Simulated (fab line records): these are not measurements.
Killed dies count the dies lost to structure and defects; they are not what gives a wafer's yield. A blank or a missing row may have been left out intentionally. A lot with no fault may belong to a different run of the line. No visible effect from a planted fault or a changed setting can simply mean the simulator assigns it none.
Matching of chambers -- flow nand harc -- NHARC_A_M1_DEP_33 on pecvd-02 has 3 sister chambers
The step deposits SiCN, target thk 30 nm. 6 wafers are shown with their chamber, then 8 later ones without.

## WAFERS, EACH WITH ITS CHAMBER
wafer,chamber,showerhead vpp V (V),heater power w (W)
L077.6,1,1276,650
L081.3,1,1272,576
L091.1,0,1329,508
L091.5,0,1359,522
L091.6,2,1322,593
L089.3,2,1342,541

## WAFERS WHOSE CHAMBER IS MISSING
wafer,showerhead vpp V (V),heater power w (W)
L089.5,1317,534
L089.6,1338,511
L092.1,1340,548
L092.2,1311,513
L092.5,1291,602
L094.1,1278,540
L094.3,1345,535
L094.4,1296,535

## WHICH CHAMBER EACH ONE RAN IN
wafer,from the rows above,in truth
L089.5,can't be placed: 2 or 0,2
L089.6,can't be placed: 0 or 2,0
L092.1,can't be placed: 2 or 0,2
L092.2,can't be placed: 2 or 0 or 1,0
L092.5,can't be placed: 1 or 2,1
L094.1,can't be placed: 1 or 2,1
L094.3,can't be placed: 0 or 2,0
L094.4,can't be placed: 1 or 2 or 0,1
Correct placement for 0 of the 8. Unplaceable from these rows: 8, with the true chamber sitting among the candidates in 8. Placed wrongly: 0.
How it was worked out, from the rows above alone: a wafer's distance from a chamber is the root of the sum, over the readings, of the square of ((its reading less the chamber's mean) divided by the reading's scatter). The wafer belongs to the nearest chamber; if the next one is less than 2 further off, it can't be placed. Each chamber's mean is taken over the wafers shown for it. How the scatter is found: for the shown wafers, subtract from each reading the mean of its chamber, square and add these, divide the total by (wafers less chambers), then take the root.
